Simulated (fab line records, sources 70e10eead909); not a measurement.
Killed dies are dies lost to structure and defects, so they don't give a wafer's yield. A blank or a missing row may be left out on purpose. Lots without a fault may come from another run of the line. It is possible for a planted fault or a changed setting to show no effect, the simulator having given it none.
Comparing a struck lot with a sound one :: flow nand harc :: 13 steps out of a route of 1302
Sound: wafers L706.2, L706.3, L706.6. Struck: wafer L713.1 (left out: L713.5, L713.6 of the same lot, which were not struck); the cause appears at the end.
Per side, at each step with rows, come the tool, then ch with its chambers, and then its first start. Under that, the readings that differ: sound wafers :: struck wafers :: difference of the means :: sigmas: that difference in standard deviations of wafers without a fault.
alike: readings with means less than 2 such deviations apart, plus words and numbers identical on both sides. not compared: withheld readings, readings lacking a value on some wafer, bounds such as >300 that could conceal the same value, and numbers that have no deviation in the record and whose values overlap.
Wherever a step has rows on one side only, a row that says differs or no value, or a row with sigmas, the two part there. Non-overlapping numbers with no deviation appear without sigmas and do not part them. Lack of a reading on every wafer of one side parts them only where that side has two or more wafers.

first, 1 step without rows for these wafers: NHARC_A_SLIT_SRD_20.
NHARC_A_SLIT_CD_MEAS_21:
  sound on cd sem-01 at day 24 07:57; struck on cd sem-03 at day 26 13:30
  alike: cd nm
then, 3 steps without rows for these wafers: NHARC_A_SIN_REMOVE_WET_00 (chemistry H3PO4, time 15300 s); NHARC_A_SIN_REMOVE_PRECLEAN_01 (cleans in SC1); NHARC_A_SIN_REMOVE_SRD_02.
NHARC_A_SIN_REMOVE_INSPECT_04:
  sound on defect inspect-02 at day 24 14:34; struck on defect inspect-01 at day 26 19:56
reading: raw defect count
sound: 363 380 493
struck: 860
difference: +448
sigmas: +5
NHARC_A_WL_FILL_ALD_00: deposits Al2O3, target thk 3 nm, pulse time 3 s, ald cycles 30.
  sound on ald hk-01 ch 1,2, day 24 14:38; struck on ald hk-03 ch 2, day 26 20:05
  alike: heater power w, precursor pulse height rel
NHARC_A_WL_FILL_RTA_01: time 5 s.
  sound on rtp anneal-02 ch 0, day 24 14:58; struck on rtp anneal-02 ch 0, day 26 20:16
  alike: lamp power pct, wafer_temp_C_max
NHARC_A_WL_FILL_ALD_02: deposits TiN, target thk 2 nm, pulse time 3 s, ald cycles 100.
  sound on ald metal-04 ch 1,2, day 24 15:08; struck on ald metal-03 ch 0, day 26 20:35
reading: precursor pulse height rel
sound: 1.020 0.999 0.973
struck: 1.043
difference: +0.046
sigmas: +2
  alike: heater power w
NHARC_A_WL_FILL_CVD_03: deposits W, target thk 40 nm, time 279 s.
  sound on cvd w-01 ch 0, day 24 15:35; struck on cvd w-01 ch 1, day 26 20:59
  alike: heater power w, mfc wf6 sccm, throttle valve pct
NHARC_A_WL_FILL_ETCHBACK_04: etches the open film in NF3, target depth 60 nm, time 120 s.
  sound on rie metal-02 ch 0,1, day 24 15:59; struck on rie metal-02 ch 0, day 26 21:24
reading: oes product au (a.u.)
sound: 0.994 0.984 0.997
struck: 0.871
difference: -0.121
sigmas: -9
  alike: drypump motor current A
  not compared: rf hours counter h
NHARC_A_WL_FILL_ETCHBACK_05: etches the open film in Cl2/BCl3, target depth 22 nm, time 60 s.
  sound on rie metal-02 ch 0, day 24 16:13; struck on rie metal-02 ch 1, day 26 21:37
  alike: drypump motor current A, oes product au
  not compared: rf hours counter h
-- break in the record here, with 4 days between the starts of the struck wafers on either side (left off in module A_WL_FILL, picked up again in module END, where the first step shown is number 1302 on the route) --
NHARC_END_SORT_01:
  sound on prober-02 ch 0, day 28 19:19; struck on prober-01 ch 0, day 30 21:13
reading: killed at array
sound: 81 85 82
struck: 26
difference: -57
sigmas: -3

reading: killed at other
sound: 2 1 1
struck: 6
difference: +5
sigmas: +5

reading: killed dies
sound: 84 88 85
struck: 33
difference: -53
sigmas: -3
  alike: killed at periphery, killed open, killed short

WHERE THEY PART
First at NHARC_A_SIN_REMOVE_INSPECT_04; last, within this record, at NHARC_END_SORT_01.

WHY: what the simulator had put in
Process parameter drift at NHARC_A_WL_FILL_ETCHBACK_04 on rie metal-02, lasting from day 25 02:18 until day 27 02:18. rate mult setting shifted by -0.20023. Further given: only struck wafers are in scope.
